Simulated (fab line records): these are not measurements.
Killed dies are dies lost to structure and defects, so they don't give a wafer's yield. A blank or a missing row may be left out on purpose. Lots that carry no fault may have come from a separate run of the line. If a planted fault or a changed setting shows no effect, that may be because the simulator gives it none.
fab line records + flow nand_harc
record:
- lots: 6
- wafers: 18
- last_day: 32
route steps=1302 shown A_ONON_D2@548 END@1302
lots that met no fault: from a run of the same line without faults
start_h: hours from the record's opening day to when the first of the lot's shown wafers began + wait_h: how many hours have passed since the lot's step before this one + " identical to the entry in the row above + L1.1+2: a row that stands for several wafers + - either no value or no given start + * or withheld: withheld + < > ~ a bound
route shown NAME@n: NAME is a module with steps in the file, n the number in the route of the first one + usual: mean/standard deviation taken from wafers without a fault + same: alike in all rows + chamber/n: place in a boat + sites: the reading at each site + _std_site: the standard deviation of these + _edge_site: the outer-site mean with the inner-site mean subtracted + radius_mm: how far each site lies from the wafer's centre + mask NAME#n: copy n + behind: tool/chamber where the wafer was last shaped + hold: what put the lot on hold/how long, in hours/how the hold closed + device: the transistor (n, p or np) that didn't switch + end of line: tests run on the same wafers once the route is complete + a step given without rows: its recipe and nothing more + killed: the dies lost at the first sort to structure and to defects; this is not the yield of the wafer + map: per-die view of a wafer (x killed, . not killed, _ where there is no die)
set.NAME: the setting that was run; set.NAME@STEP: the one run at that earlier step + model.NAME: the simulator's own value behind a step, which no gauge read
lots at selected steps of the route; one table per step, one row per wafer
services: the hour from which a tool's chamber was out of use, counted from the record's first day as start_h (under 0 if before that day), plus the number of hours and why
== steps ==
step: NHARC_A_ONON_D2_THK_MEAS_05
recipe:
- thk_meas_gauge: ellipsometry
usual:
- thk_nm: 1001/11
| lot.wafer | tool          | chamber | start_h | wait_h | thk_nm |
|-----------|---------------|---------|---------|--------|--------|
| L588.1    | film_metro-02 | -       | 293.90  | -      | 991    |
| L588.2    | "             | -       | "       | "      | 992    |
| L588.3    | "             | -       | "       | "      | 993    |
| L595.2    | film_metro-02 | -       | 347.76  | -      | 992    |
| L595.4    | "             | -       | "       | "      | 993    |
| L595.5    | "             | -       | "       | "      | 993    |
| L596.2    | film_metro-01 | -       | 364.95  | -      | 991    |
| L596.5    | "             | -       | "       | "      | 993    |
| L596.6    | "             | -       | "       | "      | 993    |
| L604.1    | film_metro-01 | -       | 444.37  | -      | 1006   |
| L604.5    | "             | -       | "       | "      | 1006   |
| L604.6    | "             | -       | "       | "      | 1003   |
| L608.2    | film_metro-02 | -       | 482.36  | -      | 1010   |
| L608.5    | "             | -       | "       | "      | 1011   |
| L608.6    | "             | -       | "       | "      | 1010   |
| L607.3    | film_metro-01 | -       | 482.37  | -      | 997    |
| L607.5    | "             | -       | "       | "      | 999    |
| L607.6    | "             | -       | "       | "      | 997    |
step: NHARC_A_ONON_D2_DEP_06
recipe:
- target_thk_a: 10000
- n2_flow_sccm: 2750
- n2o_flow_sccm: 2000
- nh3_flow_sccm: 500
- sih4_flow_sccm: 210
- temp_c: 400
step: NHARC_A_ONON_D2_THK_MEAS_08
recipe:
- thk_meas_gauge: ellipsometry
usual:
- thk_nm: 997/11
| lot.wafer | tool          | chamber | start_h | wait_h | thk_nm |
|-----------|---------------|---------|---------|--------|--------|
| L588.1    | film_metro-02 | -       | 294.46  | -      | 1005   |
| L588.2    | "             | -       | "       | "      | 1005   |
| L588.3    | "             | -       | "       | "      | 1005   |
| L595.2    | film_metro-01 | -       | 348.33  | -      | 1000   |
| L595.4    | "             | -       | "       | "      | 998    |
| L595.5    | "             | -       | "       | "      | 999    |
| L596.2    | film_metro-01 | -       | 365.52  | -      | 992    |
| L596.5    | "             | -       | "       | "      | 993    |
| L596.6    | "             | -       | "       | "      | 992    |
| L604.1    | film_metro-01 | -       | 444.93  | -      | 996    |
| L604.5    | "             | -       | "       | "      | 996    |
| L604.6    | "             | -       | "       | "      | 995    |
| L608.2    | film_metro-01 | -       | 482.93  | -      | 994    |
| L608.5    | "             | -       | "       | "      | 994    |
| L608.6    | "             | -       | "       | "      | 995    |
| L607.3    | film_metro-02 | -       | 482.94  | -      | 1008   |
| L607.5    | "             | -       | "       | "      | 1008   |
| L607.6    | "             | -       | "       | "      | 1005   |
step: NHARC_A_ONON_D2_DEP_09
recipe:
- target_thk_a: 10000
- n2_flow_sccm: 2750
- n2o_flow_sccm: 2000
- nh3_flow_sccm: 500
- sih4_flow_sccm: 210
- temp_c: 400
step: NHARC_A_ONON_D2_THK_MEAS_11
recipe:
- thk_meas_gauge: ellipsometry
usual:
- thk_nm: 998/9.9
| lot.wafer | tool          | chamber | start_h | wait_h | thk_nm |
|-----------|---------------|---------|---------|--------|--------|
| L588.1    | film_metro-01 | -       | 295.03  | -      | 999    |
| L588.2    | "             | -       | "       | "      | 1001   |
| L588.3    | "             | -       | "       | "      | 999    |
| L595.2    | film_metro-01 | -       | 348.91  | -      | 1012   |
| L595.4    | "             | -       | "       | "      | 1012   |
| L595.5    | "             | -       | "       | "      | 1014   |
| L596.2    | film_metro-01 | -       | 366.08  | -      | 1012   |
| L596.5    | "             | -       | "       | "      | 1013   |
| L596.6    | "             | -       | "       | "      | 1012   |
| L604.1    | film_metro-02 | -       | 445.52  | -      | 1005   |
| L604.5    | "             | -       | "       | "      | 1003   |
| L604.6    | "             | -       | "       | "      | 1006   |
| L608.2    | film_metro-02 | -       | 483.50  | -      | 983    |
| L608.5    | "             | -       | "       | "      | 983    |
| L608.6    | "             | -       | "       | "      | 983    |
| L607.3    | film_metro-01 | -       | 483.50  | -      | 992    |
| L607.5    | "             | -       | "       | "      | 992    |
| L607.6    | "             | -       | "       | "      | 992    |
step: NHARC_A_ONON_D2_DEP_12
recipe:
- target_thk_a: 10000
- n2_flow_sccm: 2750
- n2o_flow_sccm: 2000
- nh3_flow_sccm: 500
- sih4_flow_sccm: 210
- temp_c: 400
step: NHARC_A_ONON_D2_THK_MEAS_14
recipe:
- thk_meas_gauge: ellipsometry
usual:
- thk_nm: 998/11
| lot.wafer | tool          | chamber | start_h | wait_h | thk_nm |
|-----------|---------------|---------|---------|--------|--------|
| L588.1    | film_metro-01 | -       | 295.59  | -      | 996    |
| L588.2    | "             | -       | "       | "      | 993    |
| L588.3    | "             | -       | "       | "      | 995    |
| L595.2    | film_metro-02 | -       | 349.48  | -      | 1015   |
| L595.4    | "             | -       | "       | "      | 1014   |
| L595.5    | "             | -       | "       | "      | 1013   |
| L596.2    | film_metro-02 | -       | 366.65  | -      | 983    |
| L596.5    | "             | -       | "       | "      | 983    |
| L596.6    | "             | -       | "       | "      | 984    |
| L604.1    | film_metro-02 | -       | 446.09  | -      | 1011   |
| L604.5    | "             | -       | "       | "      | 1011   |
| L604.6    | "             | -       | "       | "      | 1012   |
| L607.3    | film_metro-01 | -       | 484.06  | -      | 994    |
| L607.5    | "             | -       | "       | "      | 993    |
| L607.6    | "             | -       | "       | "      | 992    |
| L608.2    | film_metro-02 | -       | 484.07  | -      | 1002   |
| L608.5    | "             | -       | "       | "      | 1002   |
| L608.6    | "             | -       | "       | "      | 1002   |
step: NHARC_A_ONON_D2_ANNEAL_15
recipe:
- temp_c: 750
- time_s: 3600
step: NHARC_A_ONON_D2_DEP_16
recipe:
- target_thk_a: 10000
- n2_flow_sccm: 2750
- n2o_flow_sccm: 2000
- nh3_flow_sccm: 500
- sih4_flow_sccm: 210
- temp_c: 400
step: NHARC_A_ONON_D2_THK_MEAS_18
recipe:
- thk_meas_gauge: ellipsometry
usual:
- thk_nm: 1000/10
| lot.wafer | tool          | chamber | start_h | wait_h | thk_nm |
|-----------|---------------|---------|---------|--------|--------|
| L588.1    | film_metro-01 | -       | 303.68  | -      | 997    |
| L588.2    | "             | -       | "       | "      | 996    |
| L588.3    | "             | -       | "       | "      | 995    |
| L595.2    | film_metro-02 | -       | 356.86  | -      | 1006   |
| L595.4    | "             | -       | "       | "      | 1008   |
| L595.5    | "             | -       | "       | "      | 1007   |
| L596.2    | film_metro-01 | -       | 374.37  | -      | 991    |
| L596.5    | "             | -       | "       | "      | 993    |
| L596.6    | "             | -       | "       | "      | 993    |
| L604.1    | film_metro-02 | -       | 453.86  | -      | 1005   |
| L604.5    | "             | -       | "       | "      | 1005   |
| L604.6    | "             | -       | "       | "      | 1003   |
| L607.3    | film_metro-02 | -       | 492.09  | -      | 1004   |
| L607.5    | "             | -       | "       | "      | 1004   |
| L607.6    | "             | -       | "       | "      | 1004   |
| L608.2    | film_metro-01 | -       | 492.09  | -      | 1002   |
| L608.5    | "             | -       | "       | "      | 1003   |
| L608.6    | "             | -       | "       | "      | 1004   |
step: NHARC_A_ONON_D2_DEP_19
recipe:
- target_thk_a: 10000
- n2_flow_sccm: 2750
- n2o_flow_sccm: 2000
- nh3_flow_sccm: 500
- sih4_flow_sccm: 210
- temp_c: 400
step: NHARC_A_ONON_D2_THK_MEAS_21
recipe:
- thk_meas_gauge: ellipsometry
usual:
- thk_nm: 1000/9
| lot.wafer | tool          | chamber | start_h | wait_h | thk_nm |
|-----------|---------------|---------|---------|--------|--------|
| L588.1    | film_metro-01 | -       | 304.25  | -      | 1000   |
| L588.2    | "             | -       | "       | "      | 997    |
| L588.3    | "             | -       | "       | "      | 999    |
| L595.2    | film_metro-02 | -       | 357.42  | -      | 1001   |
| L595.4    | "             | -       | "       | "      | 1001   |
| L595.5    | "             | -       | "       | "      | 999    |
| L596.2    | film_metro-01 | -       | 374.93  | -      | 1014   |
| L596.5    | "             | -       | "       | "      | 1012   |
| L596.6    | "             | -       | "       | "      | 1012   |
| L604.1    | film_metro-02 | -       | 454.43  | -      | 993    |
| L604.5    | "             | -       | "       | "      | 993    |
| L604.6    | "             | -       | "       | "      | 996    |
| L607.3    | film_metro-02 | -       | 492.65  | -      | 1008   |
| L607.5    | "             | -       | "       | "      | 1007   |
| L607.6    | "             | -       | "       | "      | 1007   |
| L608.2    | film_metro-01 | -       | 492.65  | -      | 993    |
| L608.5    | "             | -       | "       | "      | 996    |
| L608.6    | "             | -       | "       | "      | 993    |
step: NHARC_A_ONON_D2_DEP_22
recipe:
- target_thk_a: 10000
- n2_flow_sccm: 2750
- n2o_flow_sccm: 2000
- nh3_flow_sccm: 500
- sih4_flow_sccm: 210
- temp_c: 400
| lot.wafer  | tool          | chamber | start_h | wait_h |
|------------|---------------|---------|---------|--------|
| L588.1+2+3 | pecvd_onon-03 | 0       | 304.31  | 0.1    |
| L595.2+4+5 | pecvd_onon-04 | 0       | 357.54  | 0.1    |
| L596.2+5+6 | pecvd_onon-04 | 0       | 375.05  | 0.1    |
| L604.1+5+6 | pecvd_onon-04 | 0       | 454.49  | 0.1    |
| L607.3+5+6 | pecvd_onon-01 | 0       | 492.82  | 0.2    |
| L608.2+5+6 | pecvd_onon-03 | 0       | 492.92  | 0.3    |
step: NHARC_A_ONON_D2_THK_MEAS_24
recipe:
- thk_meas_gauge: ellipsometry
usual:
- thk_nm: 1002/10
| lot.wafer | tool          | chamber | start_h | wait_h | thk_nm |
|-----------|---------------|---------|---------|--------|--------|
| L588.1    | film_metro-01 | -       | 304.82  | -      | 1019   |
| L588.2    | "             | -       | "       | "      | 1018   |
| L588.3    | "             | -       | "       | "      | 1018   |
| L595.2    | film_metro-02 | -       | 357.99  | -      | 1700   |
| L595.4    | "             | -       | "       | "      | 1700   |
| L595.5    | "             | -       | "       | "      | 1699   |
| L596.2    | film_metro-01 | -       | 375.50  | -      | 1686   |
| L596.5    | "             | -       | "       | "      | 1687   |
| L596.6    | "             | -       | "       | "      | 1686   |
| L604.1    | film_metro-01 | -       | 455.01  | -      | 1003   |
| L604.5    | "             | -       | "       | "      | 1005   |
| L604.6    | "             | -       | "       | "      | 1003   |
| L607.3    | film_metro-02 | -       | 493.21  | -      | 998    |
| L607.5    | "             | -       | "       | "      | 996    |
| L607.6    | "             | -       | "       | "      | 996    |
| L608.2    | film_metro-02 | -       | 493.38  | -      | 995    |
| L608.5    | "             | -       | "       | "      | 996    |
| L608.6    | "             | -       | "       | "      | 996    |
step: NHARC_A_ONON_D2_DEP_25
recipe:
- target_thk_a: 10000
- n2_flow_sccm: 2750
- n2o_flow_sccm: 2000
- nh3_flow_sccm: 500
- sih4_flow_sccm: 210
- temp_c: 400
step: NHARC_END_SORT_01
recipe:
- temp_c: 25
usual:
- killed_at_array: 58/20
- killed_at_other: 1.0/1.2
- killed_at_periphery: 4.1/3
- killed_dies: 63/20
- killed_open: 3.2/1.7
- killed_short: 2.5/1.5
same:
- gross_dies: 677
| lot.wafer | tool      | chamber | start_h | wait_h | killed_at_array | killed_at_other | killed_at_periphery | killed_dies | killed_open | killed_short |
|-----------|-----------|---------|---------|--------|-----------------|-----------------|---------------------|-------------|-------------|--------------|
| L595.2    | prober-01 | 0       | 633.35  | 2.8    | 673             | 0               | 4                   | 677         | 7           | 3            |
| L595.4    | prober-01 | 0       | 634.96  | 3.4    | 670             | 0               | 7                   | 677         | 5           | 4            |
| L595.5    | prober-01 | 0       | 635.77  | 3.7    | 674             | 0               | 3                   | 677         | 3           | 3            |
| L596.2    | prober-02 | 0       | 648.64  | 2.8    | 675             | 0               | 2                   | 677         | 4           | 2            |
| L596.5    | prober-02 | 0       | 651.05  | 3.7    | 675             | 1               | 1                   | 677         | 4           | 2            |
| L596.6    | prober-02 | 0       | 651.85  | 4.0    | 674             | 0               | 3                   | 677         | 4           | 1            |
killed by level:class
L595.2 A_ONON_D2:area_dep=600 A_SLIT:chamber_film_flake=29 A_CHANNEL_HOLE_D2:chamber_film_flake=19 A_CHANNEL_HOLE_D1:chamber_film_flake=5 P_BONDPAD:chamber_film_flake=3 A_CHANNEL_FILL_D2:chamber_film_flake=3 A_WL_FILL:chamber_film_flake=3 A_BONDPAD:chamber_film_flake=3
L595.4 A_ONON_D2:area_dep=600 A_SLIT:chamber_film_flake=27 A_CHANNEL_HOLE_D2:chamber_film_flake=24 P_BONDPAD:chamber_film_flake=4 A_CHANNEL_HOLE_D1:chamber_film_flake=4 A_CHANNEL_FILL_D2:chamber_film_flake=3 A_BONDPAD:chamber_film_flake=2 P_M1:geometric_particle:open=1
L595.5 A_ONON_D2:area_dep=604 A_SLIT:chamber_film_flake=29 A_CHANNEL_HOLE_D2:chamber_film_flake=24 A_CHANNEL_HOLE_D1:chamber_film_flake=6 A_ONON_D1:geometric_particle:short=1 A_CHANNEL_FILL_D1:geometric_particle:open=1 A_CHANNEL_FILL_D2:geometric_particle:open=1 A_CHANNEL_FILL_D2:geometric_particle:short=1
L596.2 A_ONON_D2:area_dep=618 A_CHANNEL_HOLE_D1:chamber_film_flake=26 A_CHANNEL_HOLE_D2:chamber_film_flake=15 A_STAIRCASE:chamber_film_flake=4 A_CHANNEL_FILL_D2:chamber_film_flake=2 A_CONTACT:chamber_film_flake=2 P_CONTACT:geometric_particle:open=1 A_ONON_D1:geometric_particle:short=1
L596.5 A_ONON_D2:area_dep=620 A_CHANNEL_HOLE_D1:chamber_film_flake=22 A_CHANNEL_HOLE_D2:chamber_film_flake=15 A_CONTACT:chamber_film_flake=7 A_CHANNEL_HOLE_D1:geometric_particle:short=2 A_ZERO_WELL:chamber_film_flake=2 A_CHANNEL_FILL_D2:chamber_film_flake=2 P_CONTACT:geometric_particle:open=1
L596.6 A_ONON_D2:area_dep=619 A_CHANNEL_HOLE_D1:chamber_film_flake=27 A_CHANNEL_HOLE_D2:chamber_film_flake=15 A_CONTACT:chamber_film_flake=3 P_GATE:chamber_film_flake=2 A_SGD_CUT:chamber_film_flake=2 A_ONON_D1:geometric_particle:open=1 A_ONON_D1:geometric_particle:short=1
map L595.2 (x killed, . not)
____________x____________
_________xxxxxxx_________
_______xxxxxxxxxxx_______
______xxxxxxxxxxxxx______
_____xxxxxxxxxxxxxxx_____
____xxxxxxxxxxxxxxxxx____
____xxxxxxxxxxxxxxxxx____
___xxxxxxxxxxxxxxxxxxx___
___xxxxxxxxxxxxxxxxxxx___
__xxxxxxxxxxxxxxxxxxxxx__
__xxxxxxxxxxxxxxxxxxxxx__
_xxxxxxxxxxxxxxxxxxxxxxx_
_xxxxxxxxxxxxxxxxxxxxxxx_
_xxxxxxxxxxxxxxxxxxxxxxx_
_xxxxxxxxxxxxxxxxxxxxxxx_
_xxxxxxxxxxxxxxxxxxxxxxx_
xxxxxxxxxxxxxxxxxxxxxxxxx
xxxxxxxxxxxxxxxxxxxxxxxxx
xxxxxxxxxxxxxxxxxxxxxxxxx
xxxxxxxxxxxxxxxxxxxxxxxxx
xxxxxxxxxxxxxxxxxxxxxxxxx
_xxxxxxxxxxxxxxxxxxxxxxx_
_xxxxxxxxxxxxxxxxxxxxxxx_
_xxxxxxxxxxxxxxxxxxxxxxx_
_xxxxxxxxxxxxxxxxxxxxxxx_
_xxxxxxxxxxxxxxxxxxxxxxx_
__xxxxxxxxxxxxxxxxxxxxx__
__xxxxxxxxxxxxxxxxxxxxx__
___xxxxxxxxxxxxxxxxxxx___
___xxxxxxxxxxxxxxxxxxx___
____xxxxxxxxxxxxxxxxx____
____xxxxxxxxxxxxxxxxx____
_____xxxxxxxxxxxxxxx_____
______xxxxxxxxxxxxx______
_______xxxxxxxxxxx_______
_________xxxxxxx_________
____________x____________
map L596.2 (x killed, . not)
____________x____________
_________xxxxxxx_________
_______xxxxxxxxxxx_______
______xxxxxxxxxxxxx______
_____xxxxxxxxxxxxxxx_____
____xxxxxxxxxxxxxxxxx____
____xxxxxxxxxxxxxxxxx____
___xxxxxxxxxxxxxxxxxxx___
___xxxxxxxxxxxxxxxxxxx___
__xxxxxxxxxxxxxxxxxxxxx__
__xxxxxxxxxxxxxxxxxxxxx__
_xxxxxxxxxxxxxxxxxxxxxxx_
_xxxxxxxxxxxxxxxxxxxxxxx_
_xxxxxxxxxxxxxxxxxxxxxxx_
_xxxxxxxxxxxxxxxxxxxxxxx_
_xxxxxxxxxxxxxxxxxxxxxxx_
xxxxxxxxxxxxxxxxxxxxxxxxx
xxxxxxxxxxxxxxxxxxxxxxxxx
xxxxxxxxxxxxxxxxxxxxxxxxx
xxxxxxxxxxxxxxxxxxxxxxxxx
xxxxxxxxxxxxxxxxxxxxxxxxx
_xxxxxxxxxxxxxxxxxxxxxxx_
_xxxxxxxxxxxxxxxxxxxxxxx_
_xxxxxxxxxxxxxxxxxxxxxxx_
_xxxxxxxxxxxxxxxxxxxxxxx_
_xxxxxxxxxxxxxxxxxxxxxxx_
__xxxxxxxxxxxxxxxxxxxxx__
__xxxxxxxxxxxxxxxxxxxxx__
___xxxxxxxxxxxxxxxxxxx___
___xxxxxxxxxxxxxxxxxxx___
____xxxxxxxxxxxxxxxxx____
____xxxxxxxxxxxxxxxxx____
_____xxxxxxxxxxxxxxx_____
______xxxxxxxxxxxxx______
_______xxxxxxxxxxx_______
_________xxxxxxx_________
____________x____________
== services ==
| tool          | chamber | start_h | hours | kind |
|---------------|---------|---------|-------|------|
| pecvd_onon-04 | -       | 311.18  | 13.0  | pm   |
| pecvd_onon-03 | -       | 408.17  | 13.0  | pm   |
| pecvd_onon-01 | -       | 450.23  | 13.0  | pm   |
| pecvd_onon-04 | -       | 492.18  | 13.0  | pm   |
== key ==
first_sign:
- step: NHARC_A_ONON_D2_THK_MEAS_24
- reading: thk_nm
- direction: up
- sigmas: 69
- usual: 1002
- struck: 1693
effect:
- step: NHARC_END_SORT_01
- reading: killed_dies
- direction: up
- sigmas: 31
- usual: 63
- struck: 677
more_kills_born_at:
- NHARC_A_ONON_D2_DEP_22@pecvd_onon-04: 3661
met_at NHARC_A_ONON_D2_DEP_22
struck_wafers L595.2,L595.4,L595.5,L596.2,L596.5,L596.6
later_rows_left_out L595.2,L595.4,L595.5,L596.2,L596.5,L596.6
tester_left_out L595,L596
fault:
- kind: process_parameter_drift
- tool: pecvd_onon-04
- chamber: 0
- onset_h: 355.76
- steps: NHARC_A_ONON_D2_DEP_22
- channel: target_thk_a
- offset: *
- shape: step
- end_h: 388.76
- acts_in: *
- stated: *
tester_left_out: of these lots the tester's yield and bins aren't shown, on N5 and GAA mostly nor the transistor test; their killed dies are dies lost to structure and defects alone, not to doping, threshold or leakage, so they don't give the yield
later_rows_left_out: the simulator's readings of these wafers behind a module that went badly wrong aren't trusted and aren't shown, but for the sort
